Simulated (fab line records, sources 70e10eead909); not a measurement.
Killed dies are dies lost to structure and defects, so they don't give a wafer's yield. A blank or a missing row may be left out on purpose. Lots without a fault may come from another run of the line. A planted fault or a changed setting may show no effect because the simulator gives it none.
A struck lot beside a sound one | flow nand_harc | 14 steps out of a route of 1302
Sound: wafers L649.2, L649.3, L649.6. Struck: wafers L656.1, L656.2, L656.5. The cause comes at the end.
At each step with rows: each side's tool, then ch and its chambers, then its first start. Under that, the readings that differ: sound wafers | struck wafers | difference of the means | sigmas: that difference in standard deviations of wafers without a fault.
alike: readings whose means differ by less than 2 such deviations, and words and numbers that are the same on both sides. not compared: withheld readings, readings that some wafer has no value for, bounds like >300 that may hide the same value, and numbers for which the record gives no deviation and whose values overlap.
The two part at a step that has a row with sigmas, a row that says differs or no value, or rows on one side only. Numbers that don't overlap but have no deviation are shown without sigmas and don't part them. A reading that every wafer of one side lacks parts them only if that side has two wafers or more.

NHARC_A_CONTACT_STRIP_55: strips in O2.
  sound on rie_diel-12 ch 0,1,3; struck on rie_diel-07 ch 0,1
  alike: drypump_motor_current_A, mfc_ar_sccm, oes_product_au, rf_vpp_V, showerhead_plenum_p_Torr, throttle_valve_pct
  not compared: rf_hours_counter_h
then, 1 step without rows for these wafers: NHARC_A_CONTACT_STRIP_56 (strips in post etch residue remover, time 600 s).
NHARC_A_CONTACT_DEP_57: deposits aC, target thk 5300 nm.
  sound on acl_dep-03 ch 0, day 25 14:23; struck on acl_dep-01 ch 0, day 27 06:31
  alike: throttle_valve_pct
NHARC_A_CONTACT_DEP_58: deposits SiON, target thk 90 nm.
  sound on pecvd-01 ch 0,2, day 25 17:05; struck on pecvd-02 ch 0,1,2, day 27 09:47
  alike: heater_power_w
then, 8 steps without rows for these wafers: NHARC_A_CONTACT_DEHYDRATE_59 (time 120 s); NHARC_A_CONTACT_HMDS_60 (time 30 s); NHARC_A_CONTACT_COAT_61 (time 75 s); NHARC_A_CONTACT_COAT_62 (time 65 s); NHARC_A_CONTACT_COAT_63 (resist thk 90 nm); NHARC_A_CONTACT_SOFTBAKE_64 (time 55 s); NHARC_A_CONTACT_EBR_65; NHARC_A_CONTACT_EXPOSE_66 (exposes mask A CC 2).
NHARC_A_CONTACT_PEB_67: peb time 65 s.
  sound on litho_track-06 ch 0, day 25 17:44; struck on litho_track-01, day 27 10:23
  no value came back on the struck wafers for chill_plate_temp_C (C), exhaust_pa (Pa); on the sound wafers chill_plate_temp_C (C) reads 23.03 23.10 23.05
then, 1 step without rows for these wafers: NHARC_A_CONTACT_DEVELOP_68 (develop time 35 s).

WHERE THEY PART
Only at NHARC_A_CONTACT_PEB_67, within this record.

WHY: what the simulator had put in
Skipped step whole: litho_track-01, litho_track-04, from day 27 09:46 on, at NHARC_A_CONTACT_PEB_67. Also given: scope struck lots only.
